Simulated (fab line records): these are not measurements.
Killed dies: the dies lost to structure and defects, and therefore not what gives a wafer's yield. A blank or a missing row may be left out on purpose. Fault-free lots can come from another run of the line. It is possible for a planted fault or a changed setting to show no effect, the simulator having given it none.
Chamber matching | flow nand-harc | rie-diel-12 running NHARC_A_ZERO_WELL_DESCUM_12: 4 sister chambers
The step chemistry O2, time 3 s. 4 wafers are shown with their chamber, then 9 later ones without.

WAFERS, EACH WITH ITS CHAMBER
wafer  | chamber | drypump-motor-current-A (A)
L143.2 | 2       | 6.4
L144.1 | 3       | 5.0
L144.3 | 0       | 5.1
L144.4 | 1       | 5.3

WAFERS WITH NO CHAMBER GIVEN
wafer  | drypump-motor-current-A (A)
L145.1 | 5.3
L145.3 | 5.1
L145.5 | 5.1
L146.1 | 6.3
L146.3 | 5.3
L146.4 | 5.1
L147.3 | 6.4
L147.4 | 5.3
L147.6 | 6.3

WHICH CHAMBER EACH WENT THROUGH
wafer  | from the rows above | in truth
L145.1 | 1                   | 1
L145.3 | 0                   | 0
L145.5 | 0                   | 0
L146.1 | 2                   | 2
L146.3 | 1                   | 1
L146.4 | 0                   | 0
L147.3 | 2                   | 2
L147.4 | 1                   | 1
L147.6 | 2                   | 2
Placed correctly: 9 of 9. Left unplaced by these rows: 0. Wrongly placed: 0.
How it was worked out, from the rows above alone: a wafer's distance from a chamber is the root of the sum, over the readings, of the square of ((its reading less the chamber's mean) divided by the reading's scatter). If the next closest chamber is less than 2 further off than the closest, the wafer can't be placed; otherwise it belongs to the closest. The mean given for a chamber averages the wafers shown for that chamber. The scatter (one wafer shown for each chamber): square how far every hidden wafer sits from the nearest shown wafer, average those squares and take the square root.
